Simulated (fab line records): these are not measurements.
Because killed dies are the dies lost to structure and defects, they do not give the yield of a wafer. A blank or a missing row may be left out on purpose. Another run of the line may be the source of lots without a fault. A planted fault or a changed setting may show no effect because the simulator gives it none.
fab line records	flow n5-finfet	part 1 of 2: steps 1 to 3 of 6
record: lots: 24	wafers: 72	last-day: 18
route steps=1938 shown BEOL_M2@857
lots that met no fault: taken from a fault-free run of the same line
start-h: hours from the record's opening day to when the first of the lot's shown wafers began	wait-h: hours from the lot's prior step to this one	" as in the row above	L1.1+2: a row that stands for several wafers	- no value, or no start was given	* or withheld: withheld	< > ~ a bound
route shown NAME@n: a module of which the file shows steps, and the number in the route of the first	usual: the fault-free wafers' mean and standard deviation	same: alike in all rows	chamber/n: place in a boat	sites: each site's reading	_std_site: standard deviation across them	_edge_site: mean of outer sites minus mean of inner sites	radius-mm: how far each site lies from the wafer's centre	mask NAME#n: copy n	behind: the most recent tool/chamber to have shaped the wafer	hold: why the lot was held/for how many hours/how that ended	device: the n, p or np transistor that did not switch	end of line: at the end of the route, the tests of the same wafers	for a step that has no rows: nothing shown but its recipe	killed: at the first sort, the dies lost to defects and structure; wafer yield is something else	map: a wafer's dies, marking killed ones x, the rest . and places with no die _
set.NAME: setting as actually run; set.NAME@STEP: the setting as run at that earlier step	model.NAME: the simulator's own value behind a step, which no gauge read
a sample of lots followed through the steps of the route, with each step as a table and each wafer as a row
services: the hour from which a tool's chamber was out of use, counted from the record's first day as start-h (under 0 if before that day), plus the number of hours and why
== steps ==
step: N5_BEOL_M2_DESCUM_16
recipe: chemistry: O2	time-s: 7	source-power-w: 50	bias-power-w: 20	pressure-mtorr: 20	rf-frequency-hz: 2.712e+07	temp-c: 40	resist: CAR-EUV	o2-flow-sccm: 225
usual: drypump-motor-current-A: 5.8/0.52	oes-product-au: 0.78/0.09	rf-vpp-V: 243.6/1.4	showerhead-plenum-p-Torr: 2.12/0.073	throttle-valve-pct: 20.38/0.24
lot.wafer	tool	chamber	start-h	wait-h	drypump-motor-current-A	oes-product-au	rf-hours-counter-h	rf-vpp-V	showerhead-plenum-p-Torr	throttle-valve-pct
L074.3	rie-diel-06	1	135.72	0.4	5.9	0.67	236	240.9	1.97	20.89
L074.4	"	2	"	"	5.1	0.72	173	242.3	2.01	20.83
L074.5	"	1	"	"	5.9	0.67	-	242.5	1.97	20.90
L075.1	rie-diel-02	1	140.86	0.0	6.6	0.83	72	245.7	2.22	20.18
L075.3	"	0	"	"	6.4	0.76	158	242.5	2.09	20.21
L075.6	"	1	"	"	6.6	0.83	-	243.3	2.22	20.17
L076.1	rie-diel-05	0	149.10	0.0	5.9	0.95	12	243.9	2.05	19.97
L076.3	"	2	"	"	5.5	0.95	4	245.8	2.24	20.25
L076.4	"	3	"	"	4.8	0.72	184	244.2	2.16	20.39
L077.1	rie-diel-05	3	152.50	0.0	4.8	0.70	186	243.9	2.16	20.37
L077.3	"	1	"	"	5.2	0.84	67	243.9	2.12	20.68
L077.6	"	3	"	"	4.9	0.70	-	243.9	2.16	20.37
L079.1	rie-diel-06	1	162.07	0.4	5.9	0.67	248	238.7	1.96	20.92
L079.4	"	2	"	"	5.1	0.71	177	241.5	2.01	20.82
L079.6	"	2	"	"	5.1	0.71	-	242.4	2.01	20.82
L078.1	rie-diel-05	0	165.13	0.2	5.9	0.93	21	242.4	2.05	20.02
L078.4	"	2	"	"	5.6	0.93	7	246.6	2.24	20.25
L078.5	"	3	"	"	4.8	0.71	-	243.7	2.16	20.40
L080.1	rie-diel-02	2	170.73	0.0	5.9	0.73	189	243.2	2.18	20.41
L080.3	"	0	"	"	6.4	0.75	171	244.3	2.09	20.22
L080.5	"	2	"	"	5.9	0.74	-	245.4	2.18	20.42
L081.1	rie-diel-06	2	176.24	0.1	5.1	0.72	182	241.8	2.01	20.82
L081.2	"	3	"	"	5.8	0.88	34	244.5	2.22	20.20
L081.5	"	0	"	"	5.8	0.69	-	244.2	2.07	20.87
L082.1	rie-diel-02	2	189.42	0.0	5.9	0.72	194	244.6	2.17	20.41
L082.5	"	0	"	"	6.4	0.74	-	243.9	2.09	20.23
L082.6	"	3	"	"	5.8	0.68	-	243.5	2.06	20.48
L083.4	rie-diel-02	3	198.12	0.0	5.8	0.67	242	243.1	2.06	20.49
L083.5	"	3	"	"	5.8	0.68	-	241.3	2.06	20.51
L083.6	"	0	"	"	6.4	0.74	-	242.5	2.08	20.24
L084.2	rie-diel-02	0	201.54	0.0	6.4	0.73	182	243.3	2.08	20.23
L084.4	"	2	"	"	5.9	0.72	200	244.8	2.17	20.44
L084.5	"	3	"	"	5.8	0.67	-	242.5	2.06	20.50
L085.2	rie-diel-02	0	210.64	0.0	6.3	0.73	186	240.6	2.08	20.24
L085.4	"	2	"	"	5.9	0.72	204	244.1	2.17	20.44
L085.6	"	3	"	"	5.8	0.67	-	244.4	2.06	20.49
L086.1	rie-diel-05	0	213.53	0.0	5.9	0.90	38	242.1	2.04	20.03
L086.2	"	1	"	"	5.2	0.81	90	243.0	2.11	20.72
L086.3	"	2	"	"	5.5	0.89	23	244.4	2.23	20.27
L087.1	rie-diel-05	0	218.40	0.0	5.9	0.89	40	242.9	2.04	20.04
L087.2	"	3	"	"	4.9	0.69	211	245.1	2.15	20.41
L087.6	"	3	"	"	4.9	0.68	-	244.3	2.15	20.42
L088.1	rie-diel-05	0	219.48	0.1	5.9	0.90	40	242.9	2.04	20.04
L088.4	"	3	"	"	4.8	0.70	212	245.3	2.15	20.43
L088.6	"	2	"	"	5.5	0.89	-	246.2	2.23	20.27
L090.3	rie-diel-02	1	230.25	0.1	6.6	0.79	97	244.6	2.21	20.21
L090.4	"	0	"	"	6.3	0.72	-	243.6	2.08	20.26
L090.5	"	2	"	"	5.9	0.72	-	244.2	2.17	20.45
L089.2	rie-diel-02	0	231.39	0.2	6.4	0.72	193	244.3	2.08	20.24
L089.3	"	1	"	"	6.5	0.79	98	245.0	2.21	20.21
L089.5	"	0	"	"	6.3	0.72	-	243.6	2.08	20.25
L091.2	rie-diel-06	3	238.26	0.2	5.7	0.86	59	244.8	2.21	20.26
L091.4	"	2	"	"	5.1	0.71	208	240.3	2.00	20.88
L091.6	"	2	"	"	5.1	0.71	-	241.6	2.00	20.86
L092.2	rie-diel-05	1	239.78	0.2	5.2	0.79	100	243.5	2.11	20.72
L092.3	"	0	"	"	5.9	0.88	47	242.8	2.04	20.04
L092.5	"	2	"	"	5.5	0.88	-	246.2	2.23	20.29
L094.1	rie-diel-02	2	253.33	0.2	5.9	0.69	220	243.6	2.16	20.46
L094.3	"	3	"	"	5.8	0.97	5	243.4	2.05	20.13
L094.4	"	0	"	"	6.4	0.72	202	242.9	2.08	20.25
L093.1	rie-diel-05	2	253.66	0.4	5.5	0.88	38	244.2	2.22	20.30
L093.4	"	3	"	"	4.8	0.68	224	244.7	2.15	20.44
L093.6	"	0	"	"	5.9	0.88	-	242.3	2.03	20.05
L095.2	rie-diel-02	2	271.90	0.4	5.9	0.70	226	243.3	2.16	20.47
L095.3	"	0	"	"	6.4	0.71	207	242.5	2.08	20.28
L095.4	"	1	"	"	6.6	0.78	112	245.2	2.20	20.23
L096.3	rie-diel-05	0	272.04	0.5	5.9	0.86	59	242.6	2.03	20.04
L096.4	"	2	"	"	5.5	0.85	-	245.0	2.22	20.31
L096.5	"	0	"	"	5.9	0.85	-	242.1	2.03	20.06
L097.2	rie-diel-02	1	274.89	0.0	6.6	0.79	114	244.6	2.20	20.22
L097.3	"	2	"	"	5.9	0.70	228	241.3	2.16	20.46
L097.4	"	3	"	"	5.8	0.94	13	241.4	2.05	20.13
step: N5_BEOL_M2_DESCUM_33
recipe: chemistry: O2	time-s: 7	source-power-w: 50	bias-power-w: 20	pressure-mtorr: 20	rf-frequency-hz: 2.712e+07	temp-c: 40	resist: CAR-EUV	o2-flow-sccm: 225
usual: drypump-motor-current-A: 5.7/0.45	oes-product-au: 0.79/0.098	rf-vpp-V: 243.7/1.6	showerhead-plenum-p-Torr: 2.12/0.083	throttle-valve-pct: 20.47/0.28
lot.wafer	tool	chamber	start-h	wait-h	drypump-motor-current-A	oes-product-au	rf-hours-counter-h	rf-vpp-V	showerhead-plenum-p-Torr	throttle-valve-pct
L074.3	rie-diel-06	0	136.89	0.0	5.8	0.69	216	241.7	2.08	20.85
L074.4	"	0	"	"	5.8	0.70	-	242.8	2.08	20.84
L074.5	"	3	"	"	5.8	0.92	-	244.4	2.22	20.19
L075.1	rie-diel-06	0	141.86	0.0	5.8	0.70	217	242.4	2.08	20.86
L075.3	"	3	"	"	5.8	0.92	20	244.5	2.22	20.19
L075.6	"	1	"	"	5.9	0.68	-	241.3	1.97	20.91
L076.1	rie-diel-05	0	150.35	0.3	5.9	0.94	13	244.2	2.05	20.01
L076.3	"	1	"	"	5.2	0.85	66	243.4	2.12	20.67
L076.4	"	3	"	"	4.8	0.70	-	245.3	2.16	20.38
L077.1	rie-diel-06	0	153.38	0.0	5.8	0.70	223	243.1	2.08	20.87
L077.3	"	2	"	"	5.1	0.73	173	240.7	2.01	20.82
L077.6	"	1	"	"	5.9	0.68	-	240.4	1.96	20.90
L079.1	rie-diel-05	2	163.18	0.0	5.5	0.94	7	246.2	2.24	20.25
L079.4	"	3	"	"	4.8	0.70	192	244.1	2.16	20.40
L079.6	"	3	"	"	4.8	0.70	-	244.4	2.16	20.39
L078.1	rie-diel-02	3	166.01	0.0	5.8	0.68	229	243.4	2.06	20.48
L078.4	"	3	"	"	5.8	0.68	-	242.4	2.06	20.48
L078.5	"	2	"	"	5.9	0.73	-	245.5	2.18	20.41
L080.1	rie-diel-02	2	171.62	0.0	5.9	0.73	190	244.3	2.18	20.41
L080.3	"	0	"	"	6.4	0.74	171	244.4	2.09	20.22
L080.5	"	1	"	"	6.5	0.82	-	244.2	2.21	20.18
L081.1	rie-diel-05	3	177.33	0.3	4.8	0.69	196	244.8	2.15	20.39
L081.2	"	2	"	"	5.5	0.93	11	245.3	2.23	20.25
L081.5	"	2	"	"	5.6	0.92	-	244.4	2.23	20.24
L082.1	rie-diel-02	0	190.32	0.0	6.4	0.74	178	243.0	2.09	20.23
L082.5	"	0	"	"	6.4	0.73	-	243.4	2.09	20.22
L082.6	"	3	"	"	5.7	0.67	-	241.3	2.06	20.47
L083.4	rie-diel-06	1	199.00	0.0	5.9	0.97	6	244.8	2.22	20.55
L083.5	"	3	"	"	5.7	0.88	-	243.5	2.21	20.23
L083.6	"	0	"	"	5.8	0.68	-	242.4	2.07	20.89
L084.2	rie-diel-05	2	202.45	0.1	5.6	0.90	18	246.3	2.23	20.29
L084.4	"	1	"	"	5.2	0.81	85	244.1	2.12	20.71
L084.5	"	1	"	"	5.2	0.82	-	242.0	2.11	20.71
L085.2	rie-diel-06	1	211.51	0.0	5.9	0.95	12	247.6	2.22	20.56
L085.4	"	1	"	"	5.9	0.96	-	246.7	2.22	20.57
L085.6	"	3	"	"	5.7	0.86	-	246.3	2.21	20.24
L086.1	rie-diel-05	2	214.64	0.0	5.6	0.90	24	245.4	2.23	20.27
L086.2	"	3	"	"	4.9	0.69	210	245.8	2.15	20.41
L086.3	"	1	"	"	5.2	0.82	90	243.7	2.11	20.72
L087.1	rie-diel-06	2	219.43	0.2	5.1	0.71	201	241.8	2.00	20.87
L087.2	"	0	"	"	5.8	0.68	242	241.8	2.07	20.88
L087.6	"	3	"	"	5.7	0.87	-	245.5	2.21	20.25
L088.1	rie-diel-06	2	220.55	0.1	5.1	0.71	202	240.9	2.00	20.86
L088.4	"	1	"	"	5.9	0.95	17	246.2	2.22	20.55
L088.6	"	3	"	"	5.7	0.86	-	245.2	2.21	20.25
L090.3	rie-diel-06	0	231.40	0.2	5.8	0.68	245	242.4	2.07	20.88
L090.4	"	2	"	"	5.1	0.71	204	242.4	2.00	20.87
L090.5	"	2	"	"	5.1	0.69	-	239.4	2.00	20.87
L089.2	rie-diel-02	2	232.32	0.0	5.9	0.71	212	245.5	2.17	20.45
L089.3	"	0	"	"	6.4	0.73	194	242.0	2.08	20.27
L089.5	"	1	"	"	6.6	0.80	-	243.7	2.21	20.20
L091.2	rie-diel-02	3	239.24	0.0	5.8	0.99	1	242.2	2.06	20.13
L091.4	"	2	"	"	5.9	0.71	216	245.0	2.17	20.46
L091.6	"	2	"	"	5.9	0.71	-	244.5	2.17	20.45
L092.2	rie-diel-05	1	240.74	0.0	5.2	0.79	100	243.6	2.11	20.74
L092.3	"	0	"	"	5.9	0.86	48	242.7	2.04	20.04
L092.5	"	1	"	"	5.2	0.79	-	243.3	2.11	20.72
L094.1	rie-diel-06	3	254.37	0.0	5.8	0.84	65	245.2	2.20	20.27
L094.3	"	2	"	"	5.1	0.69	215	242.4	2.00	20.87
L094.4	"	2	"	"	5.1	0.70	-	241.9	2.00	20.89
L093.1	rie-diel-05	3	254.68	0.0	4.8	0.68	224	244.0	2.14	20.43
L093.4	"	1	"	"	5.2	0.79	105	242.7	2.11	20.75
L093.6	"	1	"	"	5.2	0.78	-	242.6	2.11	20.73
L095.2	rie-diel-06	0	272.93	0.2	5.8	0.96	1	242.9	2.07	20.51
L095.3	"	2	"	"	5.1	0.69	224	242.3	1.99	20.90
L095.4	"	1	"	"	5.9	0.89	38	245.1	2.21	20.60
L096.3	rie-diel-06	0	273.04	0.0	5.8	0.97	1	241.1	2.07	20.52
L096.4	"	1	"	"	5.9	0.89	38	245.5	2.21	20.59
L096.5	"	1	"	"	5.9	0.89	-	244.6	2.21	20.61
L097.2	rie-diel-05	0	276.09	0.0	5.9	0.86	60	242.5	2.03	20.06
L097.3	"	2	"	"	5.5	0.86	46	244.2	2.22	20.31
L097.4	"	3	"	"	4.8	0.68	232	243.7	2.14	20.44
step: N5_BEOL_M2_ETCH_70
recipe: chemistry: N2/H2	target: SOC	target-depth-a: 800	overetch-a: 240	mask-material: SiARC	temp-c: 40	time-s: 130	ion-energy-ev: 200	pressure-mtorr: 30	source-w: 840	bias-w: 150	n2-flow-sccm: 200	h2-flow-sccm: 200
usual: drypump-motor-current-A: 5.7/0.47	oes-product-au: 0.58/0.063	rf-vpp-V: 524.9/2.7	showerhead-plenum-p-Torr: 2.58/0.098	throttle-valve-pct: 17.84/0.27
lot.wafer	tool	chamber	start-h	wait-h	drypump-motor-current-A	oes-product-au	rf-hours-counter-h	rf-vpp-V	showerhead-plenum-p-Torr	throttle-valve-pct
L074.3	rie-diel-02	0	140.16	0.0	6.4	0.56	158	523.0	2.54	17.54
L074.4	"	1	"	"	6.6	0.61	72	527.5	2.69	17.55
L074.5	"	3	"	"	5.8	0.51	-	521.8	2.52	17.87
L075.1	rie-diel-02	0	143.62	0.0	6.4	0.56	159	525.1	2.54	17.54
L075.3	"	1	"	"	6.5	0.60	73	529.1	2.69	17.54
L075.6	"	2	"	"	5.9	0.55	-	528.3	2.64	17.77
L076.1	rie-diel-06	2	154.34	0.0	5.1	0.54	174	520.3	2.43	18.16
L076.3	"	1	"	"	5.9	0.49	244	518.5	2.40	18.52
L076.4	"	3	"	"	5.8	0.67	26	529.2	2.70	17.64
L077.1	rie-diel-02	3	157.47	0.0	5.8	0.50	224	523.8	2.51	17.89
L077.3	"	1	"	"	6.6	0.60	77	527.6	2.69	17.55
L077.6	"	0	"	"	6.4	0.55	-	524.6	2.53	17.56
L079.1	rie-diel-06	0	168.68	0.0	5.8	0.50	229	523.1	2.51	18.26
L079.4	"	3	"	"	5.7	0.65	31	528.1	2.70	17.66
L079.6	"	2	"	"	5.1	0.53	-	520.5	2.43	18.16
L078.1	rie-diel-05	0	169.01	0.0	5.9	0.68	22	522.3	2.48	17.45
L078.4	"	1	"	"	5.2	0.61	75	523.9	2.58	18.08
L078.5	"	0	"	"	5.9	0.67	-	523.1	2.48	17.45
L080.1	rie-diel-02	2	173.70	0.0	5.9	0.55	190	525.4	2.63	17.80
L080.3	"	1	"	"	6.5	0.61	79	526.8	2.68	17.57
L080.5	"	2	"	"	5.9	0.54	-	526.1	2.63	17.79
L081.1	rie-diel-02	0	183.79	0.0	6.3	0.55	176	524.2	2.53	17.58
L081.2	"	1	"	"	6.5	0.59	83	526.7	2.68	17.57
L081.5	"	0	"	"	6.4	0.55	-	523.8	2.53	17.57
L082.1	rie-diel-06	2	194.30	0.0	5.1	0.53	190	522.7	2.42	18.17
L082.5	"	0	"	"	5.8	0.50	-	523.8	2.51	18.29
L082.6	"	1	"	"	5.9	0.72	-	527.6	2.72	18.10
L083.4	rie-diel-06	2	201.53	0.0	5.1	0.52	-	520.9	2.42	18.19
L083.5	"	1	"	"	5.9	0.71	-	527.8	2.72	18.11
L083.6	"	3	"	"	5.7	0.63	-	527.9	2.70	17.68
L084.2	rie-diel-05	3	209.55	0.0	4.9	0.51	208	525.2	2.64	17.95
L084.4	"	1	"	"	5.2	0.60	88	525.3	2.58	18.11
L084.5	"	0	"	"	5.9	0.65	-	522.9	2.48	17.45
L085.2	rie-diel-02	2	212.55	0.0	5.9	0.53	204	526.6	2.63	17.84
L085.4	"	1	"	"	6.6	0.60	92	526.5	2.68	17.59
L085.6	"	2	"	"	6.0	0.54	-	526.9	2.63	17.83
L086.1	rie-diel-05	3	217.49	0.0	4.8	0.51	211	526.2	2.63	17.95
L086.2	"	1	"	"	5.2	0.60	91	525.0	2.58	18.12
L086.3	"	2	"	"	5.5	0.65	25	528.0	2.71	17.58
L087.1	rie-diel-06	1	219.84	0.0	5.9	0.69	16	529.2	2.71	18.12
L087.2	"	0	"	"	5.8	0.50	242	523.7	2.51	18.32
L087.6	"	2	"	"	5.1	0.52	-	520.7	2.42	18.21
L088.1	rie-diel-05	1	222.85	0.0	5.2	0.59	93	524.5	2.58	18.12
L088.4	"	2	"	"	5.5	0.63	26	528.1	2.71	17.59
L088.6	"	3	"	"	4.9	0.52	-	526.2	2.63	17.94
L090.3	rie-diel-05	1	237.31	0.0	5.2	0.59	98	523.6	2.57	18.13
L090.4	"	3	"	"	4.8	0.51	217	527.2	2.63	17.96
L090.5	"	3	"	"	4.8	0.51	-	525.0	2.63	17.96
L089.2	rie-diel-05	1	238.67	0.0	5.2	0.60	99	524.5	2.57	18.13
L089.3	"	2	"	"	5.5	0.63	32	526.9	2.71	17.61
L089.5	"	1	"	"	5.2	0.59	-	525.1	2.57	18.14
L091.2	rie-diel-05	1	243.01	0.0	5.2	0.58	101	523.1	2.57	18.14
L091.4	"	3	"	"	4.8	0.51	220	527.3	2.63	17.96
L091.6	"	1	"	"	5.2	0.59	-	523.8	2.57	18.14
L092.2	rie-diel-05	3	244.80	0.0	4.8	0.51	220	525.8	2.63	17.96
L092.3	"	1	"	"	5.2	0.59	101	524.0	2.57	18.14
L092.5	"	1	"	"	5.2	0.59	-	524.6	2.57	18.13
L094.1	rie-diel-05	0	260.78	0.0	5.9	0.63	54	521.6	2.47	17.52
L094.3	"	2	"	"	5.5	0.63	40	527.2	2.70	17.62
L094.4	"	1	"	"	5.2	0.58	107	524.9	2.57	18.16
L093.1	rie-diel-05	0	264.20	0.0	5.9	0.63	55	523.4	2.47	17.50
L093.4	"	1	"	"	5.2	0.58	107	523.7	2.57	18.15
L093.6	"	1	"	"	5.2	0.58	-	523.9	2.57	18.15
L095.2	rie-diel-02	2	273.65	0.0	6.0	0.53	227	527.1	2.62	17.85
L095.3	"	3	"	"	5.8	0.69	13	523.2	2.50	17.52
L095.4	"	1	"	"	6.6	0.58	113	527.7	2.67	17.62
L096.3	rie-diel-06	1	278.10	0.0	5.9	0.66	39	528.6	2.70	18.16
L096.4	"	0	"	"	5.8	0.69	3	522.2	2.50	17.88
L096.5	"	0	"	"	5.8	0.71	-	523.4	2.50	17.89
L097.2	rie-diel-06	1	279.99	0.0	5.9	0.65	40	528.7	2.70	18.16
L097.3	"	3	"	"	5.8	0.60	78	527.0	2.68	17.74
L097.4	"	2	"	"	5.1	0.51	227	520.1	2.41	18.26
